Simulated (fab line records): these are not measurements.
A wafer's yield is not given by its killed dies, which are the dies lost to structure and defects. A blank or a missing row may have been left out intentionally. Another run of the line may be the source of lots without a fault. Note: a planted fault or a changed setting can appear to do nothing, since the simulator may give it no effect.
One fault seen from 2 desks	flow n5-finfet	each desk has only its own numbers; what lay behind them comes last

== AT THE METROLOGY DESK ==
What the gauges read for every lot (on any tool): the sampled wafers with a number, averaged. If a lot's mean is further than 4 standard deviations from the usual mean, the lot is out of limits and carries the mark OUT (the distance appears in the brackets). Readings shown: 7 of its 11, picked as those furthest out on some lot.
Columns: A = trench-depth-nm at N5_BEOL_M4_OCD_MEAS_38, usual 55.1 nm; B = DIBL_N at N5_BEOL_M4_RC_MEAS_101, usual 36.3 mV/V; C = IOFF_N at N5_BEOL_M4_RC_MEAS_101, usual 0.155 nA/um; D = ION_N at N5_BEOL_M4_RC_MEAS_101, usual 671 uA/um; E = ION_P at N5_BEOL_M4_RC_MEAS_101, usual 459 uA/um; F = VT_N at N5_BEOL_M4_RC_MEAS_101, usual 250.2 mV; G = VT_P at N5_BEOL_M4_RC_MEAS_101, usual -251 mV
lot	first seen here	A	B	C	D	E	F	G
L467	day 8 11:33	55.1	35.7	0.136	666	462	250.9	-248
L468	day 8 14:47	55.0	35.0	0.154	670	462	249.3	-249
L473	day 9 15:26	54.9	36.0	0.144	669	453	252.7	-256
L474	day 10 06:59	56.5	35.4	0.157	677	467	248.7	-246
L475	day 10 11:48	55.1	35.7	0.144	670	466	250.3	-247
L476	day 10 17:43	54.7	36.7	0.159	673	458	249.8	-252
L484	day 12 04:29	54.7	34.8	0.129	669	459	252.1	-251
L488	day 13 10:25	55.0	34.5	0.117	653	456	253.8	-252
L489	day 13 14:19	55.6	35.9	0.146	669	456	251.2	-253
Result from this desk: across the 9 lots, nothing is out of limits.

== THE TOOL OWNER'S DESK: rie-diel-01 ==
The tool's own readings at N5_BEOL_M4_ETCH_70 (etches SOC in N2/H2, target depth 80 nm, overetch 24 nm, time 130 s): means of the sampled wafers that have a number, for each lot that ran on this tool. If a lot's mean is further than 4 standard deviations from the usual mean, the lot is out of limits and carries the mark OUT (the distance appears in the brackets).
Columns: A = bias-w at N5_BEOL_M4_ETCH_70, usual 150.0 W; B = drypump-motor-current-A at N5_BEOL_M4_ETCH_70, usual 5.8 A; C = oes-product-au at N5_BEOL_M4_ETCH_70, usual 0.58 a.u.; D = rf-vpp-V at N5_BEOL_M4_ETCH_70, usual 524.5 V; E = showerhead-plenum-p-Torr at N5_BEOL_M4_ETCH_70, usual 2.57 Torr; F = temp-c at N5_BEOL_M4_ETCH_70, usual 40.00 C; G = throttle-valve-pct at N5_BEOL_M4_ETCH_70, usual 17.69 %
lot	first seen here	A	B	C	D	E	F	G
L467	day 8 11:11	150.0	5.5	0.58	525.9	2.60	40.05	17.61
L473	day 9 15:04	150.0	5.7	0.61	524.0	2.57	39.96	17.47
L474	day 10 06:38	150.1	5.4	0.62	526.2	2.65	40.63 (+6.4) OUT	17.45
L476	day 10 17:21	150.3	5.7	0.63	524.3	2.54	40.60 (+6.1) OUT	17.36
L488	day 13 10:04	150.0	5.7	0.58	524.4	2.55	40.08	17.54
This desk's verdict: out of limits on L474, L476, starting with L474 at day 10 06:38 (temp-c at N5_BEOL_M4_ETCH_70). In limits: L467, L473, L488.

== PUT TOGETHER ==
The tool owner's desk had the chance to raise an alarm at day 10 06:38 on L474, L476.
At the metrology desk, nothing out of limits was observed.
The metrology desk holds a record of L474, L476, inside its limits.
N5_BEOL_M4_ETCH_70 was run on rie-diel-01 by each of the lots named.

== WHAT THE SIMULATOR HAD INSERTED ==
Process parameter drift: rie-diel-01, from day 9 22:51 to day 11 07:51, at N5_BEOL_M4_ETCH_70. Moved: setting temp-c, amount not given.
Shown lots that were struck: L474, L476.
Time in hours from fault onset to the first out-of-limits reading at each desk: the tool owner's desk, 8.
